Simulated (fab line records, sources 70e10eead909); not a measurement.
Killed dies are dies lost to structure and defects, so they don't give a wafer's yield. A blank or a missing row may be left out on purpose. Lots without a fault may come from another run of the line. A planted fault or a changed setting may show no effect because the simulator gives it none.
Which tool did it? | flow nand_harc | 11 lots, 33 wafers sampled, at 3 steps of a route of 1159

WHAT THE GAUGES READ, wafer by wafer
NHARC_A_SIN_REMOVE_INSPECT_04.
lot  | measured     | on                | raw_defect_count
L265 | day 15 01:35 | defect_inspect-01 | 268 219 220
L268 | day 15 08:11 | defect_inspect-01 | 245 319 215
L269 | day 15 10:52 | defect_inspect-01 | 299 367 350
L266 | day 15 10:53 | defect_inspect-01 | 294 233 243
L270 | day 16 01:12 | defect_inspect-02 | 272 413 387
L274 | day 17 09:45 | defect_inspect-02 | 275 316 238
L279 | day 18 03:24 | defect_inspect-01 | 771 704 812
L278 | day 18 03:23 | defect_inspect-02 | 311 199 301
L280 | day 18 03:25 | defect_inspect-01 | 803 746 812
L277 | day 18 07:17 | defect_inspect-01 | 320 257 435
L287 | day 21 05:03 | defect_inspect-02 | 236 272 188

WHICH TOOL RAN EACH LOT (tool, then ch and the chambers of the sampled wafers, then the start)
lot  | NHARC_A_SGD_CUT_ETCHBACK_24        | NHARC_A_SLIT_ETCH_15
L265 | rie_diel-13 ch 1,2, day 14 11:02   | rie_diel-01 ch 0,2,3, day 14 15:02
L268 | rie_diel-04 ch 0,3, day 14 15:17   | rie_diel-03 ch 0,3, day 14 19:46
L269 | rie_diel-13 ch 2,3, day 14 19:46   | rie_diel-01 ch 0,2, day 14 23:59
L266 | rie_diel-04 ch 0,3, day 14 19:49   | rie_diel-03 ch 0,1,2, day 15 00:19
L270 | rie_diel-02 ch 0,3, day 15 09:31   | rie_diel-01 ch 0,1,2, day 15 14:15
L274 | rie_diel-13 ch 0,1,2, day 16 16:41 | rie_diel-01 ch 0,1,2, day 16 22:41
L279 | rie_diel-04 ch 0,2, day 17 12:46   | rie_diel-01 ch 0,1,2, day 17 16:42
L278 | rie_diel-02 ch 2,3, day 17 12:50   | rie_diel-03 ch 1,2,3, day 17 17:46
L280 | rie_diel-02 ch 0,2,3, day 17 12:56 | rie_diel-01 ch 0,1, day 17 18:26
L277 | rie_diel-04 ch 2,3, day 17 15:28   | rie_diel-07 ch 0,1,2, day 17 20:28
L287 | rie_diel-13 ch 0,1,3, day 20 13:49 | rie_diel-07 ch 2,3, day 20 18:26
- NHARC_A_SGD_CUT_ETCHBACK_24: etches the open film in CH3F/O2, target depth 50 nm, time 92.857 s.
- NHARC_A_SLIT_ETCH_15: etches the open film in O2/COS, target depth 3200 nm, time 832 s.

THE ANSWER, worked out from the rows above alone
Rule: what is usual is taken from the lots themselves. Put in order of their means at a reading, lots are off if they are a third of the lots or fewer, leave a main group of 4 or more, and stand apart from it by a gap of 3 or more times the standard deviation of the main group's means; of several such gaps the widest counts. A main group whose means are all the same, to the digits that the tables above print for the reading, isn't used. A lot without any number at a reading at which 4 lots or more have one is off too. The other lots that the step has rows for count as sound.
Off: L279, L280, at NHARC_A_SIN_REMOVE_INSPECT_04 (raw_defect_count). The main group: mean 285, standard deviation 45.
A tool fits if, at a process step before that reading, it ran every lot that is off, and no sound lot after the first of them. The gauges at NHARC_A_SIN_REMOVE_INSPECT_04 are tried like those tools. One fits: rie_diel-01 at NHARC_A_SLIT_ETCH_15. Its last sound lot is L274 (day 16 22:41), its first lot that is off L279 (day 17 16:42): a fault that began between those two fits.

WHAT THE SIMULATOR HAD PUT IN
Chamber particle source: rie_diel-01, from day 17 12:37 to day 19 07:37, at NHARC_A_SLIT_ETCH_15. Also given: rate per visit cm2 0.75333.
Lots struck among those shown: L279, L280. The rule above found the same.
